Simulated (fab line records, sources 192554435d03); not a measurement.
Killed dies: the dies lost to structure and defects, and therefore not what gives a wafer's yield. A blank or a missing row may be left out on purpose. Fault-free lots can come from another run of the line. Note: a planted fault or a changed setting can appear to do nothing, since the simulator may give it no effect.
Chamber matching :: flow n5Finfet :: N5_BEOL_M10_VIA_ETCH_34 on rieDiel-04: 4 sister chambers
The step etches SiCOH lowk in C4F6/O2, target depth 184.5 nm, time 69.2 s. 20 wafers are shown with their chamber, then 10 later ones without.

WAFERS, EACH WITH ITS CHAMBER
wafer: L074.1
chamber: 2
drypumpMotorCurrentA (A): 5.6
throttleValvePct (%): 21.29
showerheadPlenumPTorr (Torr): 2.83

wafer: L074.3
chamber: 3
drypumpMotorCurrentA (A): 5.5
throttleValvePct (%): 20.84
showerheadPlenumPTorr (Torr): 2.90

wafer: L074.5
chamber: 1
drypumpMotorCurrentA (A): 6.2
throttleValvePct (%): 20.71
showerheadPlenumPTorr (Torr): 2.79

wafer: L079.1
chamber: 1
drypumpMotorCurrentA (A): 6.2
throttleValvePct (%): 20.68
showerheadPlenumPTorr (Torr): 2.79

wafer: L079.3
chamber: 2
drypumpMotorCurrentA (A): 5.5
throttleValvePct (%): 21.29
showerheadPlenumPTorr (Torr): 2.83

wafer: L079.5
chamber: 2
drypumpMotorCurrentA (A): 5.5
throttleValvePct (%): 21.28
showerheadPlenumPTorr (Torr): 2.83

wafer: L076.1
chamber: 2
drypumpMotorCurrentA (A): 5.6
throttleValvePct (%): 21.30
showerheadPlenumPTorr (Torr): 2.83

wafer: L076.2
chamber: 1
drypumpMotorCurrentA (A): 6.2
throttleValvePct (%): 20.71
showerheadPlenumPTorr (Torr): 2.79

wafer: L076.4
chamber: 3
drypumpMotorCurrentA (A): 5.5
throttleValvePct (%): 20.83
showerheadPlenumPTorr (Torr): 2.90

wafer: L081.2
chamber: 1
drypumpMotorCurrentA (A): 6.3
throttleValvePct (%): 20.72
showerheadPlenumPTorr (Torr): 2.79

wafer: L081.5
chamber: 3
drypumpMotorCurrentA (A): 5.5
throttleValvePct (%): 20.87
showerheadPlenumPTorr (Torr): 2.90

wafer: L081.6
chamber: 2
drypumpMotorCurrentA (A): 5.6
throttleValvePct (%): 21.30
showerheadPlenumPTorr (Torr): 2.83

wafer: L084.2
chamber: 0
drypumpMotorCurrentA (A): 6.2
throttleValvePct (%): 20.73
showerheadPlenumPTorr (Torr): 2.89

wafer: L084.4
chamber: 2
drypumpMotorCurrentA (A): 5.6
throttleValvePct (%): 21.31
showerheadPlenumPTorr (Torr): 2.82

wafer: L084.5
chamber: 0
drypumpMotorCurrentA (A): 6.2
throttleValvePct (%): 20.74
showerheadPlenumPTorr (Torr): 2.89

wafer: L086.2
chamber: 2
drypumpMotorCurrentA (A): 5.5
throttleValvePct (%): 21.33
showerheadPlenumPTorr (Torr): 2.82

wafer: L086.3
chamber: 3
drypumpMotorCurrentA (A): 5.5
throttleValvePct (%): 20.91
showerheadPlenumPTorr (Torr): 2.89

wafer: L086.4
chamber: 1
drypumpMotorCurrentA (A): 6.2
throttleValvePct (%): 20.74
showerheadPlenumPTorr (Torr): 2.78

wafer: L089.2
chamber: 3
drypumpMotorCurrentA (A): 5.5
throttleValvePct (%): 20.89
showerheadPlenumPTorr (Torr): 2.89

wafer: L089.3
chamber: 1
drypumpMotorCurrentA (A): 6.2
throttleValvePct (%): 20.74
showerheadPlenumPTorr (Torr): 2.78

SIGNATURES (means of the wafers above)
reading: drypumpMotorCurrentA
chamber 0: 6.200
chamber 1: 6.217
chamber 2: 5.557
chamber 3: 5.500
scatter within a chamber: 0.0399

reading: throttleValvePct
chamber 0: 20.7350
chamber 1: 20.7167
chamber 2: 21.3000
chamber 3: 20.8680
scatter within a chamber: 0.0233

reading: showerheadPlenumPTorr
chamber 0: 2.8900
chamber 1: 2.7867
chamber 2: 2.8271
chamber 3: 2.8960
scatter within a chamber: 0.00498
Rule: distance of a wafer from a chamber = root of the sum over the readings of ((wafer's reading minus chamber's mean) / reading's scatter) squared. If the next closest chamber is less than 2 further off than the closest, the wafer can't be placed; otherwise it belongs to the closest. The scatter is the square root of a quotient: the sum, over the shown wafers, of each reading's squared deviation from its chamber's mean, divided by wafers minus chambers.

WAFERS MISSING THEIR CHAMBER
wafer: L089.5
drypumpMotorCurrentA (A): 6.2
throttleValvePct (%): 20.74
showerheadPlenumPTorr (Torr): 2.78

wafer: L088.1
drypumpMotorCurrentA (A): 5.5
throttleValvePct (%): 20.90
showerheadPlenumPTorr (Torr): 2.89

wafer: L088.2
drypumpMotorCurrentA (A): 5.5
throttleValvePct (%): 21.33
showerheadPlenumPTorr (Torr): 2.82

wafer: L088.4
drypumpMotorCurrentA (A): 6.2
throttleValvePct (%): 20.77
showerheadPlenumPTorr (Torr): 2.78

wafer: L090.2
drypumpMotorCurrentA (A): 6.2
throttleValvePct (%): 20.74
showerheadPlenumPTorr (Torr): 2.89

wafer: L090.3
drypumpMotorCurrentA (A): 6.2
throttleValvePct (%): 20.76
showerheadPlenumPTorr (Torr): 2.77

wafer: L090.6
drypumpMotorCurrentA (A): 5.6
throttleValvePct (%): 21.33
showerheadPlenumPTorr (Torr): 2.82

wafer: L096.2
drypumpMotorCurrentA (A): 6.2
throttleValvePct (%): 20.76
showerheadPlenumPTorr (Torr): 2.77

wafer: L096.3
drypumpMotorCurrentA (A): 5.5
throttleValvePct (%): 20.93
showerheadPlenumPTorr (Torr): 2.88

wafer: L096.6
drypumpMotorCurrentA (A): 6.2
throttleValvePct (%): 20.78
showerheadPlenumPTorr (Torr): 2.88

CHAMBER TAKEN BY EACH
wafer: L089.5
from the rows above: 1
in truth: 1

wafer: L088.1
from the rows above: 3
in truth: 3

wafer: L088.2
from the rows above: 2
in truth: 2

wafer: L088.4
from the rows above: 1
in truth: 1

wafer: L090.2
from the rows above: 0
in truth: 0

wafer: L090.3
from the rows above: 1
in truth: 1

wafer: L090.6
from the rows above: 2
in truth: 2

wafer: L096.2
from the rows above: 1
in truth: 1

wafer: L096.3
from the rows above: 3
in truth: 3

wafer: L096.6
from the rows above: 0
in truth: 0
Correct placement for 10 of the 10. Number that these rows cannot place: 0. Placed wrongly: 0.
